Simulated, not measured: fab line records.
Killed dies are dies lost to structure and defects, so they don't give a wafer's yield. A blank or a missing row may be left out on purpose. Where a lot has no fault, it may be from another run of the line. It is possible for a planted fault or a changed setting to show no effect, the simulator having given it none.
A struck lot beside a sound one / flow n5Finfet / 39 out of 1938 route steps
Sound: wafers L848.2, L848.4, L848.6. The struck wafers were L847.2, L847.3, L847.5. Last of all comes the cause.
Per side, at each step with rows, come the tool, then ch with its chambers, and then its first start. Under that, the readings that differ: sound wafers / struck wafers / difference of the means / sigmas: that difference in standard deviations of wafers without a fault.
alike: readings whose means differ by less than 2 such deviations, and words and numbers that are the same on both sides. not compared: withheld readings, readings that some wafer has no value for, bounds like >300 that may hide the same value, and numbers for which the record gives no deviation and whose values overlap.
A row with sigmas, a row that says differs or no value, or rows on one side alone: a step with any of these is where the two part. Non-overlapping numbers with no deviation appear without sigmas and do not part them. A reading missing from all wafers of one side parts the sides only when that side holds two or more wafers.

first, 11 steps without rows for these wafers: N5_FIN_SAQP_RECESS_63 (chemistry HF/NH3, target SiO2, target depth 18 nm, afs cycles 3, sublimation time 60 s); N5_FIN_SAQP_COAT_68 (time 60 s, resist thk 100 nm); N5_FIN_SAQP_ETCH_69 (etches SOC in N2/H2, stops on SiNx, target depth 150 nm); N5_FIN_SAQP_ETCH_67 (etches SiNx in CH3F/O2, target depth 30 nm); N5_FIN_SAQP_STRIP_70 (strips in N2/H2); N5_FIN_SAQP_RECESS_71 (chemistry HF/NH3, target SiO2, target depth 3 nm, afs cycles 1, sublimation time 60 s); N5_FIN_SAQP_SPACER2_ALD_28 (deposits SiO2, target thk 8.1 nm, pulse time 1 s, purge time 2 s); N5_FIN_SAQP_SPACER2_ETCHBACK_29 (etches SiO2 in CHF3/O2, target depth 12.2 nm, time 6.1 s); N5_FIN_SAQP_MANDREL2_REMOVE_60 (chemistry HBr/Cl2/O2, target a-Si, stops on SiNx, bt time 10 s); N5_FIN_SAQP_HM_OPEN_33 (chemistry CH3F/O2, target SiNx, target depth 49.4 nm, time 70.6 s); N5_FIN_SAQP_ETCH_34 (etches SiO2 in C4F6/O2, target depth 45 nm, time 15 s).
N5_FIN_SAQP_STRIP_77: strips in N2/H2, time 90 s.
  sound on rieDiel-01 ch 0,2, day 6 02:29; struck on rieDiel-01 ch 0,1,3, day 5 19:38
  no value came back on the struck wafers for any of 7 readings (biasPowerW (W), chamberPressureMTorr (mTorr) and others); on the sound wafers biasPowerW (W) reads 3.011 2.994 3.011
  not compared: rfHoursCounterH
then, 5 steps without rows for these wafers: N5_FIN_SAQP_ETCH_64 (etches SiO2 in CF4, target depth 1.5 nm); N5_FIN_SAQP_FIN_ETCH_36 (etches the open film in HBr/Cl2/O2, target depth 120 nm, time 50.4 s); N5_FIN_SAQP_PRECLEAN_38 (cleans in O3/DIW, time 45 s); N5_FIN_SAQP_PRECLEAN_45 (cleans in dHF, time 10 s); N5_FIN_SAQP_SRD_39 (time 30 s).
N5_FIN_SAQP_INSPECT_40: inspects for defects (brightfield).
  sound on defectInspect-02, day 6 02:56; struck on defectInspect-01, day 5 20:05
reading=rawDefectCount; sound=251 285 188; struck=815 977 758; difference=+609; sigmas=+10
then, 9 steps without rows for these wafers: N5_FIN_CUT_COAT_18 (time 60 s, resist thk 230 nm); N5_FIN_CUT_COAT_19 (time 60 s, resist thk 20 nm); N5_FIN_CUT_COAT_29 (time 60 s, resist thk 10 nm); N5_FIN_CUT_COAT_02 (resist thk 30 nm); N5_FIN_CUT_EBR_04; N5_FIN_CUT_SOFTBAKE_03 (time 60 s); N5_FIN_CUT_EXPOSE_05 (exposes mask FIN CUT); N5_FIN_CUT_PEB_06 (peb time 60 s); N5_FIN_CUT_DEVELOP_07 (develop time 30 s).
N5_FIN_CUT_INSPECT_10: inspects for defects (brightfield).
  sound on defectInspect-01, day 6 03:29; struck on defectInspect-01, day 5 20:29
reading=rawDefectCount; sound=50 42 38; struck=208 263 223; difference=+188; sigmas=+19
then, 8 steps without rows for these wafers: N5_FIN_CUT_DESCUM_13 (chemistry O2, time 7 s); N5_FIN_CUT_ETCH_30 (etches underlayer in N2/H2, target depth 13 nm, time 10.4 s); N5_FIN_CUT_ETCH_20 (etches SiARC in CF4, target depth 26 nm, time 43.3 s); N5_FIN_CUT_ETCH_21 (etches SOC in N2/H2, target depth 219 nm, overetch 43.8 nm, time 523.5 s); N5_FIN_CUT_STRIP_23 (strips in N2/H2); N5_FIN_CUT_STRIP_31 (strips in N2/H2); N5_FIN_CUT_STRIP_24 (strips in CF4); N5_FIN_CUT_CUT_ETCH_26 (etches SiNx in CH3F/O2, target depth 39 nm, time 55.7 s).
N5_FIN_CUT_INSPECT_17: inspects for defects (brightfield).
  sound on defectInspect-02, day 6 04:26; struck on defectInspect-01, day 5 21:40
reading=rawDefectCount; sound=262 265 208; struck=813 985 780; difference=+614; sigmas=+10
-- a jump in the record: the struck wafers' starts before and after are 6 days apart (it breaks off in module FIN_CUT and resumes in module BEOL_M4, where the first step shown is number 1111 of the route) --
N5_BEOL_M4_RC_MEAS_101:
  sound on prober-02 ch 0, day 12 12:09; struck on prober-01 ch 0, day 12 00:04
  alike: DIBL_N, DIBL_P, IOFF_N, IOFF_P, ION_N, ION_P, SS_N, SS_P, VT_N, VT_P
-- a jump in the record: the struck wafers' starts before and after are 4 days apart (it breaks off in module BEOL_M4 and resumes in module PASSIVATION, where the first step shown is number 1936 of the route) --
N5_PASSIVATION_PROBE_49:
  the record has rows for the struck wafers here (prober-01, day 16 10:02) and none for the sound ones

WHERE THEY PART
Earliest at N5_FIN_SAQP_STRIP_77; latest, in this record, at N5_PASSIVATION_PROBE_49.

WHY: what the simulator had put in
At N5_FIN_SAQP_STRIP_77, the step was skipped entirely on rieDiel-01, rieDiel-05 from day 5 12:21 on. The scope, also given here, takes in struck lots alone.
